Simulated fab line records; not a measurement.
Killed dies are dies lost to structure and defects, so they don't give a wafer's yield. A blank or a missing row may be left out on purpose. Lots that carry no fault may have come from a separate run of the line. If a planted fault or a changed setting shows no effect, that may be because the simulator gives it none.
Chamber matching | flow n5-finfet | rie-diel-02 running N5_BEOL_M10_ETCH_62: 4 sister chambers
The step etches SOC in N2/H2, target depth 110 nm, overetch 22 nm, time 165 s. 4 wafers are shown with their chamber, then 7 later ones without.

## WAFERS PAIRED WITH THEIR CHAMBERS
wafer  | chamber | showerhead-plenum-p-Torr (Torr)
L095.6 | 1       | 2.61
L091.3 | 0       | 2.72
L092.1 | 2       | 2.64
L092.2 | 3       | 2.41

## WAFERS WITH NO CHAMBER GIVEN
wafer  | showerhead-plenum-p-Torr (Torr)
L092.5 | 2.64
L089.1 | 2.40
L089.2 | 2.71
L089.3 | 2.64
L093.1 | 2.61
L093.4 | 2.71
L093.5 | 2.71

## THE CHAMBER EACH PASSED THROUGH
wafer  | from the rows above | in truth
L092.5 | 2                   | 2
L089.1 | 3                   | 3
L089.2 | 0                   | 0
L089.3 | 2                   | 2
L093.1 | 1                   | 1
L093.4 | 0                   | 0
L093.5 | 0                   | 0
7 of 7 placed correctly. Left unplaced by these rows: 0. Number placed wrongly: 0.
How it was worked out, from the rows above alone: a wafer's distance from a chamber is the root of the sum, over the readings, of the square of ((its reading less the chamber's mean) divided by the reading's scatter). If the next closest chamber is less than 2 further off than the closest, the wafer can't be placed; otherwise it belongs to the closest. Each chamber's mean is taken over the wafers shown for it. The scatter: with one shown wafer a chamber, the root of the mean of the squares of how far each hidden wafer lies from its nearest shown one.
